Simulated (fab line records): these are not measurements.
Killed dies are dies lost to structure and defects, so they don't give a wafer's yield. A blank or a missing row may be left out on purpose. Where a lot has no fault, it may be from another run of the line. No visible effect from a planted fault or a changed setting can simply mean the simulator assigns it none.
Matching of chambers -- flow nand_harc -- NHARC_A_CHANNEL_HOLE_D1_DESCUM_15 on rie_diel-11 has 4 sister chambers
The step chemistry O2, time 3 s. 16 wafers are shown with their chamber, then 8 later ones without.

== EACH WAFER AND ITS CHAMBER ==
wafer,chamber,showerhead_plenum_p_Torr (Torr),oes_product_au (a.u.),rf_vpp_V (V)
L464.1,0,1.93,1.014,56.5
L464.2,1,2.02,1.010,58.0
L464.5,2,2.01,1.006,58.5
L467.2,0,1.93,0.997,58.6
L467.3,1,2.01,1.010,58.2
L467.5,0,1.93,0.993,57.4
L468.1,0,1.93,1.004,59.9
L468.2,1,2.02,1.016,58.2
L468.5,1,2.02,1.019,58.0
L471.1,0,1.93,1.002,56.3
L471.2,3,2.02,1.010,58.6
L471.3,2,2.01,1.006,58.8
L476.3,3,2.01,0.997,56.2
L476.4,2,2.00,1.008,57.4
L476.6,2,2.00,1.006,57.5
L479.1,3,2.01,1.005,57.1

SIGNATURES (means of the wafers above)
reading,chamber 0,chamber 1,chamber 2,chamber 3,scatter within a chamber
showerhead_plenum_p_Torr,1.9300,2.0175,2.0050,2.0133,0.00449
oes_product_au,1.00200,1.01375,1.00650,1.00400,0.0058
rf_vpp_V,57.740,58.100,58.050,57.300,1.06
Rule: for a wafer and a chamber, the distance is found by dividing, reading by reading, the gap between the wafer's reading and the chamber's mean by the reading's scatter, squaring, summing and taking the root. The wafer belongs to the nearest chamber; if the next one is less than 2 further off, it can't be placed. How the scatter is found: for the shown wafers, subtract from each reading the mean of its chamber, square and add these, divide the total by (wafers less chambers), then take the root.

== WAFERS WITHOUT THEIR CHAMBER ==
wafer,showerhead_plenum_p_Torr (Torr),oes_product_au (a.u.),rf_vpp_V (V)
L479.3,1.92,1.002,57.7
L479.6,1.92,0.995,58.1
L483.3,2.00,1.004,56.6
L483.4,2.01,0.996,59.0
L483.5,2.00,1.004,56.2
L485.2,2.00,1.002,58.0
L485.3,2.01,1.006,58.4
L485.5,2.01,1.001,57.2

== THE CHAMBER EACH PASSED THROUGH ==
wafer,from the rows above,in truth
L479.3,0,0
L479.6,0,0
L483.3,can't be placed: 2 or 3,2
L483.4,can't be placed: 3 or 2 or 1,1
L483.5,can't be placed: 2 or 3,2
L485.2,can't be placed: 2 or 3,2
L485.3,can't be placed: 2 or 3 or 1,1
L485.5,can't be placed: 3 or 2 or 1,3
Correct placement for 2 of the 8. From these rows, 6 cannot be placed; in 6 the true chamber is one of the candidates. Number placed wrongly: 0.
